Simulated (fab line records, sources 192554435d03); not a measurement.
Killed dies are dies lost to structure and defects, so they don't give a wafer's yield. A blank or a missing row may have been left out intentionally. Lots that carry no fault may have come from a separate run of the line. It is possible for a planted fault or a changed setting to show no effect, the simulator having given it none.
Lot-split experiment + flow n5-finfet + on a route of 1938 steps: 7 lots, 21 wafers read

## SPLIT DETAILS
At N5_SDB_COAT_03 (time 60 s, resist thk 100 nm), the setting spin-rpm was moved away from the recipe's 1500 rpm on 6 of the 21 wafers read, by -10.7% to +9.9%. For the rest of the wafers, this setting stayed at what the recipe calls for.

## FROM THE SPLIT TO THE READING: what the file shows between them, 4 steps
- N5_SDB_COAT_04: time 60 s, resist thk 18 nm
- N5_SDB_COAT_05: resist thk 90 nm
- N5_SDB_DESCUM_16: chemistry O2, time 7.9 s
- N5_SDB_ETCH_17: etches SiARC in CF4, target depth 23.4 nm, time 39 s

## THE READING
etch.depth-nm (the simulator's own value, which no gauge read), in nm, at N5_SDB_ETCH_18 (etches SOC in N2/H2, target depth 100 nm, overetch 20 nm, time 150 s). No usual value for it is given in the file. Here, 15 wafers ran the recipe; their average is 100.39 nm with a standard deviation of 0.41 nm.

| wafer  | tool, chamber at the split | spin-rpm as run, rpm | against the recipe | etch.depth-nm, nm | against lot-mates on the recipe |
|--------|----------------------------|----------------------|--------------------|-------------------|---------------------------------|
| L074.1 | litho-track-01, 0          | 1648                 | +9.9%              | 95.74             | -4.26                           |
| L074.3 | litho-track-01, 0          | 1500                 | recipe             | 100               | -                               |
| L074.5 | litho-track-01, 0          | 1648                 | +9.9%              | 95.7              | -4.30                           |
| L078.1 | litho-track-03, 0          | 1500                 | recipe             | 100.6             | -                               |
| L078.2 | litho-track-03, 0          | 1500                 | recipe             | 100.9             | -                               |
| L078.5 | litho-track-03, 0          | 1500                 | recipe             | 100.7             | -                               |
| L080.1 | litho-track-01, 0          | 1500                 | recipe             | 101               | -                               |
| L080.3 | litho-track-01, 0          | 1500                 | recipe             | 100.4             | -                               |
| L080.4 | litho-track-01, 0          | 1500                 | recipe             | 100.6             | -                               |
| L086.1 | litho-track-01, 0          | 1339                 | -10.7%             | 106.9             | +6.20                           |
| L086.3 | litho-track-01, 0          | 1339                 | -10.7%             | 106.8             | +6.10                           |
| L086.4 | litho-track-01, 0          | 1500                 | recipe             | 100.7             | -                               |
| L087.1 | litho-track-01, 0          | 1500                 | recipe             | 100.5             | -                               |
| L087.2 | litho-track-01, 0          | 1500                 | recipe             | 100.8             | -                               |
| L087.3 | litho-track-01, 0          | 1500                 | recipe             | 100.3             | -                               |
| L088.1 | litho-track-03, 0          | 1500                 | recipe             | 99.9              | -                               |
| L088.2 | litho-track-03, 0          | 1500                 | recipe             | 99.65             | -                               |
| L088.3 | litho-track-03, 0          | 1371                 | -8.6%              | 104.2             | +4.42                           |
| L096.2 | litho-track-03, 0          | 1500                 | recipe             | 99.84             | -                               |
| L096.3 | litho-track-03, 0          | 1500                 | recipe             | 99.98             | -                               |
| L096.6 | litho-track-03, 0          | 1624                 | +8.3%              | 95.67             | -4.24                           |

FIT RESULTS
A straight line over all 21 wafers: etch.depth-nm changes by -0.533 nm for each +1% of spin-rpm; r = -0.99; the points scatter about the line by 0.51 nm.
The same after taking each lot's own level away (the mean of its wafers on the recipe; 21 wafers): -0.51 nm for each +1%; r = -0.99; scatter 0.33 nm.
The reading moves by 5.5 nm for the largest change in spin-rpm, on that fit.
The lots' own levels span 99.775 to 100.733 nm, that is 2.3 times the standard deviation above.
Hence the lot-to-lot level has little effect on the slope; both slopes agree.
Check: with one of the wafers moved furthest among these (-10.7%) left out of the fit, the line predicts +5.42 nm for it against its lot-mates. It came out at +6.2 nm against them.

## FURTHER SPLITS ON THESE WAFERS
Other splits were also applied to these wafers ahead of the reading. Each is held against what the fit with the lots' levels taken away leaves over:
| other split on the same wafers        | wafers away from the commonest value | r with etch.depth-nm (lot level and that fit taken away) |
|---------------------------------------|--------------------------------------|----------------------------------------------------------|
| N5_SD_EPI_N_PEB_07 peb-time-s         | 6                                    | +0.09                                                    |
| N5_SD_EPI_N_DEVELOP_08 develop-time-s | 6                                    | +0.20                                                    |

## THE WHOLE CHAIN: every reading that the file lists as answering this split, in the file's order
| step            | what it does                                                         | reading                                                                    | change (the file's fit)               | r (the file's) |
|-----------------|----------------------------------------------------------------------|----------------------------------------------------------------------------|---------------------------------------|----------------|
| N5_SDB_COAT_03  | time 60 s, resist thk 100 nm                                         | SOC_of_SDB_COAT_03.thk-nm (the simulator's own value, which no gauge read) | -0.505 nm for each +1% of the setting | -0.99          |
| N5_SDB_ETCH_18  | etches SOC in N2/H2, target depth 100 nm, overetch 20 nm, time 150 s | etch.depth-nm (the simulator's own value, which no gauge read)             | -0.511 nm for each +1% of the setting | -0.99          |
| N5_SDB_STRIP_22 | strips in N2/H2                                                      | strip-time-to-endpoint-s                                                   | withheld for each +1% of the setting  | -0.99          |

## THE FILE'S OWN FIT
etch.depth-nm changes by -0.511 nm for each +1% of spin-rpm, r = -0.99.
